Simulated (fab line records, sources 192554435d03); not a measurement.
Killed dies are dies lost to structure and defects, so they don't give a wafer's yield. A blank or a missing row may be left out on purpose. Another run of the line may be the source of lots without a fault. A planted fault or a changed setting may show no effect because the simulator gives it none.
Lot-split experiment | flow n5 finfet | 21 wafers read from 7 lots, route of 1938 steps

## THE SPLIT ITSELF
At N5_SPACER0_ALD_00 (deposits SiOCN, target thk 3.5 nm, pulse time 3 s, purge time 2 s), the setting ald cycles was moved away from the recipe's 58 on 11 of the 21 wafers read, by -8.6% to +15.5%. For the rest of the wafers, this setting stayed at what the recipe calls for.

Reading taken at the split's own step.

## THE READING
SiOCN_of_SPACER0_ALD_00.thk nm (the simulator's own value, which no gauge read), in nm, at N5_SPACER0_ALD_00 (deposits SiOCN, target thk 3.5 nm, pulse time 3 s, purge time 2 s). The file gives no usual value for it. Average 3.5 nm, standard deviation 0.092 nm, over the 10 wafers here run with the recipe.

wafer  | tool, chamber at the split | ald cycles as run | against the recipe | SiOCN_of_SPACER0_ALD_00.thk nm, nm | against lot-mates on the recipe
L074.2 | ald sin-02, 2,1            | 53                | -8.6%              | 3.2                                | -0.2
L074.6 | ald sin-02, 2,1            | 53                | -8.6%              | 3.2                                | -0.2
L074.3 | ald sin-02, 1              | 58                | recipe             | 3.4                                | -
L078.4 | ald sin-01, 3,1,2          | 58                | recipe             | 3.6                                | -
L078.5 | ald sin-01, 3,1,2          | 58                | recipe             | 3.6                                | -
L078.6 | ald sin-01, 3,1,2          | 58                | recipe             | 3.6                                | -
L080.1 | ald sin-02, 2              | 58                | recipe             | 3.6                                | -
L080.5 | ald sin-02, 2,3            | 53                | -8.6%              | 3.2                                | -0.4
L080.6 | ald sin-02, 2,3            | 53                | -8.6%              | 3.2                                | -0.4
L081.3 | ald sin-01, 1              | 61                | +5.2%              | 3.8                                | +0.2
L081.4 | ald sin-01, 2,1            | 58                | recipe             | 3.6                                | -
L081.5 | ald sin-01, 2,1            | 58                | recipe             | 3.6                                | -
L089.2 | ald sin-01, 3,2            | 67                | +15.5%             | 4                                  | +0.4
L089.4 | ald sin-01, 3,2            | 67                | +15.5%             | 4                                  | +0.4
L089.5 | ald sin-01, 2              | 58                | recipe             | 3.6                                | -
L092.1 | ald sin-01, 0              | 58                | recipe             | 3.4                                | -
L092.3 | ald sin-01, 1,0            | 64                | +10.3%             | 3.8                                | +0.4
L092.5 | ald sin-01, 1,0            | 64                | +10.3%             | 3.8                                | +0.4
L095.1 | ald sin-03, 1,3            | 61                | +5.2%              | 3.6                                | +0.2
L095.3 | ald sin-03, 1,3            | 61                | +5.2%              | 3.6                                | +0.2
L095.2 | ald sin-03, 0              | 58                | recipe             | 3.4                                | -
Rows listing several chambers each stand for several wafers; the file does not say which wafer went through which chamber.

THE FIT
A straight line over all 21 wafers: SiOCN_of_SPACER0_ALD_00.thk nm changes by +0.0319 nm for each +1% of ald cycles; r = +0.94; the points scatter about the line by 0.082 nm.
The same after taking each lot's own level away (the mean of its wafers on the recipe; 21 wafers): +0.0319 nm for each +1%; r = +0.97; scatter 0.062 nm.
The reading moves by 0.49 nm for the largest change in ald cycles, on that fit.
From 3.40 to 3.60 nm: that is the span of the lots' own levels, equal to 2.2 times the standard deviation above.
So the lot-to-lot level changes the slope little: the two slopes agree.
Check: +0.521 nm against its lot-mates is what the line predicts for one of the wafers moved furthest among these (+15.5%) when that wafer is left out of the fit. It came out at +0.4 nm against them.

## FURTHER SPLITS ON THESE WAFERS
Other splits were also applied to these wafers ahead of the reading. Each is held against what the fit with the lots' levels taken away leaves over:
other split on the same wafers          | wafers away from the commonest value | r with SiOCN_of_SPACER0_ALD_00.thk nm (lot level and that fit taken away)
N5_ZERO_LAYER_PECVD_02 time s           | 10                                   | +0.28
N5_ZERO_LAYER_DEVELOP_10 develop time s | 8                                    | -0.32
N5_FIN_SAQP_SPACER1_ALD_24 ald cycles   | 5                                    | +0.19
N5_FIN_SAQP_ETCH_65 time s              | 9                                    | -0.10

## THE FILE'S OWN FIT
SiOCN_of_SPACER0_ALD_00.thk nm changes by +0.032 nm for each +1% of ald cycles, r = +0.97.
